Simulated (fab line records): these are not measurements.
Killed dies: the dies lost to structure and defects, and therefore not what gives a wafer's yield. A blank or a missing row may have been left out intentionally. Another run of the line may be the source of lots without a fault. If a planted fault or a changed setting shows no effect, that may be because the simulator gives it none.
Chamber matching || flow n5_finfet || 4 sister chambers for N5_BEOL_M3_VIA_ETCH_34 on rie_diel-02
The step etches the open film in C4F6/O2, target depth 69.4 nm, time 65.9 s. 4 wafers are shown with their chamber, then 9 later ones without.

WAFERS, EACH WITH ITS CHAMBER
{"wafer": "L080.2", "chamber": 1, "rf_vpp_V (V)": 668}
{"wafer": "L087.5", "chamber": 0, "rf_vpp_V (V)": 660}
{"wafer": "L090.5", "chamber": 2, "rf_vpp_V (V)": 695}
{"wafer": "L090.6", "chamber": 3, "rf_vpp_V (V)": 658}

WAFERS WHOSE CHAMBER IS MISSING
{"wafer": "L093.2", "rf_vpp_V (V)": 657}
{"wafer": "L093.4", "rf_vpp_V (V)": 666}
{"wafer": "L093.6", "rf_vpp_V (V)": 695}
{"wafer": "L076.2", "rf_vpp_V (V)": 658}
{"wafer": "L076.3", "rf_vpp_V (V)": 695}
{"wafer": "L076.5", "rf_vpp_V (V)": 667}
{"wafer": "L095.1", "rf_vpp_V (V)": 656}
{"wafer": "L095.3", "rf_vpp_V (V)": 659}
{"wafer": "L095.6", "rf_vpp_V (V)": 656}

CHAMBER TAKEN BY EACH
{"wafer": "L093.2", "from the rows above": "can't be placed: 3 or 0", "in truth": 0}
{"wafer": "L093.4", "from the rows above": 1, "in truth": 1}
{"wafer": "L093.6", "from the rows above": 2, "in truth": 2}
{"wafer": "L076.2", "from the rows above": "can't be placed: 3 or 0", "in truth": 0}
{"wafer": "L076.3", "from the rows above": 2, "in truth": 2}
{"wafer": "L076.5", "from the rows above": 1, "in truth": 1}
{"wafer": "L095.1", "from the rows above": "can't be placed: 3 or 0", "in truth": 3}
{"wafer": "L095.3", "from the rows above": "can't be placed: 0 or 3", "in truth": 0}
{"wafer": "L095.6", "from the rows above": "can't be placed: 3 or 0", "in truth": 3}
Placed correctly: 4 of 9. Can't be placed from these rows: 5 (the true chamber is among the candidates in 5). 0 placed wrongly.
How it was worked out, from the rows above alone: a wafer's distance from a chamber is the root of the sum, over the readings, of the square of ((its reading less the chamber's mean) divided by the reading's scatter). If the next closest chamber is less than 2 further off than the closest, the wafer can't be placed; otherwise it belongs to the closest. A chamber's mean is the mean of its shown wafers. The scatter (one wafer shown for each chamber): square how far every hidden wafer sits from the nearest shown wafer, average those squares and take the square root.
